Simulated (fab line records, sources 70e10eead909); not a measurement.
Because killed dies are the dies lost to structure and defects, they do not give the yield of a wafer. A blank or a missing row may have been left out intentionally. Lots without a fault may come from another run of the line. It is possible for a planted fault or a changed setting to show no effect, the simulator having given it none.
Chamber matching / flow nand harc / NHARC_P_M1_CMP_23 on cmp-04 has 4 sister chambers
The step polishes, t overpolish 20 s, target thk 157.82 nm. 4 wafers are shown with their chamber, then 7 later ones without.

## WAFERS WITH THEIR CHAMBER
wafer=L339.3; chamber=0; motor current A (A)=11.6
wafer=L339.4; chamber=2; motor current A (A)=12.0
wafer=L338.1; chamber=3; motor current A (A)=14.8
wafer=L338.2; chamber=1; motor current A (A)=11.7

## WAFERS WHOSE CHAMBER IS MISSING
wafer=L338.6; motor current A (A)=11.5
wafer=L346.1; motor current A (A)=12.2
wafer=L346.2; motor current A (A)=12.4
wafer=L346.5; motor current A (A)=11.6
wafer=L348.1; motor current A (A)=12.4
wafer=L348.2; motor current A (A)=10.7
wafer=L348.3; motor current A (A)=14.4

## CHAMBER TAKEN BY EACH
wafer=L338.6; from the rows above=can't be placed: 0 or 1 or 2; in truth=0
wafer=L346.1; from the rows above=can't be placed: 2 or 1 or 0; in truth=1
wafer=L346.2; from the rows above=can't be placed: 2 or 1 or 0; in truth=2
wafer=L346.5; from the rows above=can't be placed: 0 or 1 or 2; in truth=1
wafer=L348.1; from the rows above=can't be placed: 2 or 1 or 0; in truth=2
wafer=L348.2; from the rows above=can't be placed: 0 or 1 or 2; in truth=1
wafer=L348.3; from the rows above=3; in truth=3
1 of 7 placed correctly. From these rows, 6 cannot be placed; in 6 the true chamber is one of the candidates. Number placed wrongly: 0.
How it was worked out, from the rows above alone: a wafer's distance from a chamber is the root of the sum, over the readings, of the square of ((its reading less the chamber's mean) divided by the reading's scatter). If the next closest chamber is less than 2 further off than the closest, the wafer can't be placed; otherwise it belongs to the closest. A chamber's mean is the mean of its shown wafers. The scatter: root of mean squared gap, hidden wafer to nearest shown wafer, with one shown wafer a chamber.
